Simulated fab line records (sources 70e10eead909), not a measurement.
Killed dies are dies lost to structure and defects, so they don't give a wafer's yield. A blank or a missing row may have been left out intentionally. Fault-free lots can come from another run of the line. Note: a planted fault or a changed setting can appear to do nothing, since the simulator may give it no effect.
What tool caused it? :: flow nand-harc :: 36 wafers from 12 lots sampled at 4 of the route's 1302 steps

## WHAT EACH GAUGE READ, for each wafer
No reading from a measuring or inspecting step in the record can be judged against a usual standard deviation.

## TOOL THAT RAN EACH LOT (tool first, then ch and the chambers of the sampled wafers, then the start)
lot: L601
NHARC_A_CHANNEL_HOLE_D2_ETCH_44: rie-diel-11 ch 0,1,2, day 13 10:16
NHARC_A_CHANNEL_FILL_D2_ALD_02: ald-hk-03 ch 0,1,2, day 13 12:26
NHARC_A_CHANNEL_FILL_D2_RTA_24: rtp-anneal-01 ch 0, day 15 11:49
NHARC_A_STAIRCASE_STRIP_171: plasma-asher-02 ch 0,1, day 15 13:35

lot: L602
NHARC_A_CHANNEL_HOLE_D2_ETCH_44: rie-diel-04 ch 0,2,3, day 14 10:17
NHARC_A_CHANNEL_FILL_D2_ALD_02: ald-hk-03 ch 0,1,3, day 14 11:33
NHARC_A_CHANNEL_FILL_D2_RTA_24: rtp-anneal-02 ch 0, day 16 12:47
NHARC_A_STAIRCASE_STRIP_171: plasma-asher-01 ch 0,1, day 16 14:29

lot: L606
NHARC_A_CHANNEL_HOLE_D2_ETCH_44: rie-diel-02 ch 1,3, day 15 06:03
NHARC_A_CHANNEL_FILL_D2_ALD_02: ald-hk-03 ch 0,2,3, day 15 07:23
NHARC_A_CHANNEL_FILL_D2_RTA_24: rtp-anneal-01 ch 0, day 17 08:57
NHARC_A_STAIRCASE_STRIP_171: plasma-asher-02 ch 0, day 17 10:38

lot: L605
NHARC_A_CHANNEL_HOLE_D2_ETCH_44: rie-diel-04 ch 0,2,3, day 15 07:36
NHARC_A_CHANNEL_FILL_D2_ALD_02: ald-hk-02 ch 0,1, day 15 08:58
NHARC_A_CHANNEL_FILL_D2_RTA_24: rtp-anneal-02 ch 0, day 17 08:59
NHARC_A_STAIRCASE_STRIP_171: plasma-asher-01 ch 0,1, day 17 10:50

lot: L607
NHARC_A_CHANNEL_HOLE_D2_ETCH_44: rie-diel-04 ch 0,2,3, day 15 11:41
NHARC_A_CHANNEL_FILL_D2_ALD_02: ald-hk-03 ch 0,1,3, day 15 12:56
NHARC_A_CHANNEL_FILL_D2_RTA_24: rtp-anneal-02 ch 0, day 17 15:42
NHARC_A_STAIRCASE_STRIP_171: plasma-asher-01 ch 0,1, day 17 17:16

lot: L608
NHARC_A_CHANNEL_HOLE_D2_ETCH_44: rie-diel-11 ch 1,2, day 16 09:22
NHARC_A_CHANNEL_FILL_D2_ALD_02: ald-hk-02 ch 0,1,3, day 16 10:48
NHARC_A_CHANNEL_FILL_D2_RTA_24: rtp-anneal-01 ch 0, day 18 11:50
NHARC_A_STAIRCASE_STRIP_171: plasma-asher-01 ch 0,1, day 18 13:30

lot: L611
NHARC_A_CHANNEL_HOLE_D2_ETCH_44: rie-diel-11 ch 0,1, day 17 17:50
NHARC_A_CHANNEL_FILL_D2_ALD_02: ald-hk-03 ch 0,2,3, day 17 19:08
NHARC_A_CHANNEL_FILL_D2_RTA_24: rtp-anneal-01 ch 0, day 19 19:28
NHARC_A_STAIRCASE_STRIP_171: plasma-asher-02 ch 0,1, day 19 21:37

lot: L610
NHARC_A_CHANNEL_HOLE_D2_ETCH_44: rie-diel-04 ch 0,2, day 17 18:13
NHARC_A_CHANNEL_FILL_D2_ALD_02: ald-hk-02 ch 1,3, day 17 19:22
NHARC_A_CHANNEL_FILL_D2_RTA_24: rtp-anneal-02 ch 0, day 19 19:35
NHARC_A_STAIRCASE_STRIP_171: plasma-asher-01 ch 0,1, day 19 21:50

lot: L612
NHARC_A_CHANNEL_HOLE_D2_ETCH_44: rie-diel-04 ch 0,1,3, day 17 22:01
NHARC_A_CHANNEL_FILL_D2_ALD_02: ald-hk-02 ch 1,2, day 17 23:14
NHARC_A_CHANNEL_FILL_D2_RTA_24: rtp-anneal-01 ch 0, day 20 00:19
NHARC_A_STAIRCASE_STRIP_171: plasma-asher-01 ch 0,1, day 20 02:10

lot: L613
NHARC_A_CHANNEL_HOLE_D2_ETCH_44: rie-diel-04 ch 1,2,3, day 18 11:40
NHARC_A_CHANNEL_FILL_D2_ALD_02: ald-hk-03 ch 0,2,3, day 18 12:56
NHARC_A_CHANNEL_FILL_D2_RTA_24: rtp-anneal-02 ch 0, day 20 13:58
NHARC_A_STAIRCASE_STRIP_171: plasma-asher-01 ch 0,1, day 20 15:34

lot: L623
NHARC_A_CHANNEL_HOLE_D2_ETCH_44: rie-diel-02 ch 1,2,3, day 22 18:17
NHARC_A_CHANNEL_FILL_D2_ALD_02: ald-hk-02 ch 1,2,3, day 22 19:40
NHARC_A_CHANNEL_FILL_D2_RTA_24: rtp-anneal-01 ch 0, day 24 20:26
NHARC_A_STAIRCASE_STRIP_171: plasma-asher-02 ch 0,1, day 24 21:57

lot: L624
NHARC_A_CHANNEL_HOLE_D2_ETCH_44: rie-diel-04 ch 1,2,3, day 22 19:31
NHARC_A_CHANNEL_FILL_D2_ALD_02: ald-hk-03 ch 1,2,3, day 22 20:40
NHARC_A_CHANNEL_FILL_D2_RTA_24: rtp-anneal-02 ch 0, day 24 20:27
NHARC_A_STAIRCASE_STRIP_171: plasma-asher-01 ch 0,1, day 24 22:11
- NHARC_A_CHANNEL_HOLE_D2_ETCH_44: etches the open film in CF4/O2, target depth 140 nm, overetch 14 nm, time 77 s.
- NHARC_A_CHANNEL_FILL_D2_ALD_02: deposits SiO2, target thk 6 nm, pulse time 10 s, ald cycles 60.
- NHARC_A_CHANNEL_FILL_D2_RTA_24: time 5 s.
- NHARC_A_STAIRCASE_STRIP_171: strips in O2.

## AS READ BY THE TOOLS THEMSELVES (means over the sampled wafers that have a number; for cases with no such wafer, the mark the record gives instead)
NHARC_A_CHANNEL_HOLE_D2_ETCH_44. Usual: drypump-motor-current-A 5.8 A, standard deviation 0.42; oes-product-au 1.003 a.u., standard deviation 0.011; rf-fwd-power-W 297.2 W, standard deviation 1.1; rf-vpp-V 198.1 V, standard deviation 1.3; showerhead-plenum-p-Torr 1.35 Torr, standard deviation 0.05; throttle-valve-pct 13.398 %, standard deviation 0.01.
lot: L601
tool: rie-diel-11
drypump-motor-current-A (A): 6.2
oes-product-au (a.u.): 1.016
rf-fwd-power-W (W): 297.0
rf-vpp-V (V): 198.6
showerhead-plenum-p-Torr (Torr): 1.40
throttle-valve-pct (%): 13.400
flag: 

lot: L602
tool: rie-diel-04
drypump-motor-current-A (A): 5.6
oes-product-au (a.u.): 1.001
rf-fwd-power-W (W): 297.9
rf-vpp-V (V): 197.5
showerhead-plenum-p-Torr (Torr): 1.32
throttle-valve-pct (%): 13.401
flag: 

lot: L606
tool: rie-diel-02
drypump-motor-current-A (A): 5.5
oes-product-au (a.u.): 1.001
rf-fwd-power-W (W): 296.6
rf-vpp-V (V): 198.1
showerhead-plenum-p-Torr (Torr): 1.37
throttle-valve-pct (%): 13.395
flag: 

lot: L605
tool: rie-diel-04
drypump-motor-current-A (A): 5.6
oes-product-au (a.u.): 1.008
rf-fwd-power-W (W): 297.3
rf-vpp-V (V): 197.1
showerhead-plenum-p-Torr (Torr): 1.31
throttle-valve-pct (%): 13.397
flag: 

lot: L607
tool: rie-diel-04
drypump-motor-current-A (A): 5.6
oes-product-au (a.u.): 1.005
rf-fwd-power-W (W): 297.7
rf-vpp-V (V): 196.5
showerhead-plenum-p-Torr (Torr): 1.31
throttle-valve-pct (%): 13.395
flag: 

lot: L608
tool: rie-diel-11
drypump-motor-current-A (A): 5.9
oes-product-au (a.u.): 1.009
rf-fwd-power-W (W): 296.5
rf-vpp-V (V): 199.8
showerhead-plenum-p-Torr (Torr): 1.41
throttle-valve-pct (%): 13.399
flag: 

lot: L611
tool: rie-diel-11
drypump-motor-current-A (A): 6.5
oes-product-au (a.u.): 1.005
rf-fwd-power-W (W): 297.8
rf-vpp-V (V): 198.6
showerhead-plenum-p-Torr (Torr): 1.39
throttle-valve-pct (%): 13.393
flag: 

lot: L610
tool: rie-diel-04
drypump-motor-current-A (A): 5.7
oes-product-au (a.u.): 1.001
rf-fwd-power-W (W): 296.6
rf-vpp-V (V): 197.3
showerhead-plenum-p-Torr (Torr): 1.28
throttle-valve-pct (%): 13.393
flag: 

lot: L612
tool: rie-diel-04
drypump-motor-current-A (A): 5.8
oes-product-au (a.u.): 0.992
rf-fwd-power-W (W): 297.1
rf-vpp-V (V): 197.7
showerhead-plenum-p-Torr (Torr): 1.33
throttle-valve-pct (%): 13.399
flag: 

lot: L613
tool: rie-diel-04
drypump-motor-current-A (A): 5.7
oes-product-au (a.u.): 1.000
rf-fwd-power-W (W): 297.3
rf-vpp-V (V): 196.6
showerhead-plenum-p-Torr (Torr): 1.30
throttle-valve-pct (%): 13.389
flag: 

lot: L623
tool: rie-diel-02
drypump-motor-current-A (A): 5.7
oes-product-au (a.u.): 0.997
rf-fwd-power-W (W): 296.7
rf-vpp-V (V): 197.9
showerhead-plenum-p-Torr (Torr): 1.36
throttle-valve-pct (%): 13.393
flag: 

lot: L624
tool: rie-diel-04
drypump-motor-current-A (A): 5.8
oes-product-au (a.u.): 1.001
rf-fwd-power-W (W): 298.0
rf-vpp-V (V): 197.0
showerhead-plenum-p-Torr (Torr): 1.30
throttle-valve-pct (%): 13.399
flag: 

NHARC_A_CHANNEL_FILL_D2_ALD_02. Usual: heater-power-w 419 W, standard deviation 36; precursor-pulse-height-rel 1.000, standard deviation 0.022.
lot: L601
tool: ald-hk-03
heater-power-w (W): 421
precursor-pulse-height-rel: 1.007
flag: 

lot: L602
tool: ald-hk-03
heater-power-w (W): 444
precursor-pulse-height-rel: 1.000
flag: 

lot: L606
tool: ald-hk-03
heater-power-w (W): 412
precursor-pulse-height-rel: 0.991
flag: 

lot: L605
tool: ald-hk-02
heater-power-w (W): 404
precursor-pulse-height-rel: 1.000
flag: 

lot: L607
tool: ald-hk-03
heater-power-w (W): 454
precursor-pulse-height-rel: 0.984
flag: 

lot: L608
tool: ald-hk-02
heater-power-w (W): 398
precursor-pulse-height-rel: 1.033
flag: 

lot: L611
tool: ald-hk-03
heater-power-w (W): 405
precursor-pulse-height-rel: 1.008
flag: 

lot: L610
tool: ald-hk-02
heater-power-w (W): 415
precursor-pulse-height-rel: 0.994
flag: 

lot: L612
tool: ald-hk-02
heater-power-w (W): 436
precursor-pulse-height-rel: 1.001
flag: 

lot: L613
tool: ald-hk-03
heater-power-w (W): 411
precursor-pulse-height-rel: 0.995
flag: 

lot: L623
tool: ald-hk-02
heater-power-w (W): 426
precursor-pulse-height-rel: 1.002
flag: 

lot: L624
tool: ald-hk-03
heater-power-w (W): 424
precursor-pulse-height-rel: 0.973
flag: 

NHARC_A_CHANNEL_FILL_D2_RTA_24. Usual: lamp-power-pct 28.4 %, standard deviation 2.8; lamp_zone_6_pct 28.4 %, standard deviation 2.8; wafer_temp_C_max 1003.8, standard deviation 0.88.
lot: L601
tool: rtp-anneal-01
lamp-power-pct (%): 25.6
lamp_zone_6_pct (%): 25.6
wafer_temp_C_max: 1004.4
flag: 

lot: L602
tool: rtp-anneal-02
lamp-power-pct (%): 31.2
lamp_zone_6_pct (%): 31.1
wafer_temp_C_max: 1003.4
flag: 

lot: L606
tool: rtp-anneal-01
lamp-power-pct (%): 25.6
lamp_zone_6_pct (%): 25.6
wafer_temp_C_max: 1003.8
flag: 

lot: L605
tool: rtp-anneal-02
lamp-power-pct (%): 31.2
lamp_zone_6_pct (%): 31.2
wafer_temp_C_max: 1003.6
flag: 

lot: L607
tool: rtp-anneal-02
lamp-power-pct (%): 31.2
lamp_zone_6_pct (%): 31.1
wafer_temp_C_max: 1003.2
flag: 

lot: L608
tool: rtp-anneal-01
lamp-power-pct (%): 25.6
lamp_zone_6_pct (%): 25.6
wafer_temp_C_max: 1004.0
flag: 

lot: L611
tool: rtp-anneal-01
lamp-power-pct (%): 25.6
lamp_zone_6_pct (%): 25.5
wafer_temp_C_max: 1003.8
flag: 

lot: L610
tool: rtp-anneal-02
lamp-power-pct (%): 31.2
lamp_zone_6_pct (%): 31.1
wafer_temp_C_max: 1003.9
flag: 

lot: L612
tool: rtp-anneal-01
lamp-power-pct (%): 25.6
lamp_zone_6_pct (%): 25.6
wafer_temp_C_max: 1003.8
flag: 

lot: L613
tool: rtp-anneal-02
lamp-power-pct (%): 31.1
lamp_zone_6_pct (%): 31.1
wafer_temp_C_max: 1003.5
flag: 

lot: L623
tool: rtp-anneal-01
lamp-power-pct (%): 25.6
lamp_zone_6_pct (%): 25.6
wafer_temp_C_max: 1004.0
flag: 

lot: L624
tool: rtp-anneal-02
lamp-power-pct (%): 31.2
lamp_zone_6_pct (%): 31.1
wafer_temp_C_max: 1002.8
flag: 

NHARC_A_STAIRCASE_STRIP_171. Usual: drypump-motor-current-A 5.5 A, standard deviation 0.38; heater-power-w 347 W, standard deviation 11.
lot: L601
tool: plasma-asher-02
drypump-motor-current-A (A): 5.9
heater-power-w (W): 350
flag: 

lot: L602
tool: plasma-asher-01
drypump-motor-current-A (A): 5.2
heater-power-w (W): 352
flag: 

lot: L606
tool: plasma-asher-02
drypump-motor-current-A (A): 5.8
heater-power-w (W): 347
flag: 

lot: L605
tool: plasma-asher-01
drypump-motor-current-A (A): 5.2
heater-power-w (W): 355
flag: 

lot: L607
tool: plasma-asher-01
drypump-motor-current-A (A): 5.3
heater-power-w (W): 350
flag: 

lot: L608
tool: plasma-asher-01
drypump-motor-current-A (A): 5.2
heater-power-w (W): 345
flag: 

lot: L611
tool: plasma-asher-02
drypump-motor-current-A (A): 6.0
heater-power-w (W): 338
flag: 

lot: L610
tool: plasma-asher-01
drypump-motor-current-A (A): 5.2
heater-power-w (W): 358
flag: 

lot: L612
tool: plasma-asher-01
drypump-motor-current-A (A): 5.3
heater-power-w (W): 350
flag: 

lot: L613
tool: plasma-asher-01
drypump-motor-current-A (A): 5.2
heater-power-w (W): 358
flag: 

lot: L623
tool: plasma-asher-02
drypump-motor-current-A (A): 5.9
heater-power-w (W): 337
flag: 

lot: L624
tool: plasma-asher-01
drypump-motor-current-A (A): 5.3
heater-power-w (W): 343
flag: 

## THE ANSWER, worked out from the rows above alone
Rule: lot off if the mean of its wafers having a number is beyond 3 standard deviations from the usual mean. A lot without any number at a reading at which 4 lots or more have one is off too. Where the step has rows for the other lots, those lots are counted as sound. First the gauges in route order, then the tools' own readings, where a lot's mean is used as printed above. The first step at which some lot is off is used, and at that step the reading that is off furthest; a lot without a number counts as furthest.
Nothing can be told from this: no lot is off at any reading shown.

## WHAT HAD BEEN PUT IN BY THE SIMULATOR
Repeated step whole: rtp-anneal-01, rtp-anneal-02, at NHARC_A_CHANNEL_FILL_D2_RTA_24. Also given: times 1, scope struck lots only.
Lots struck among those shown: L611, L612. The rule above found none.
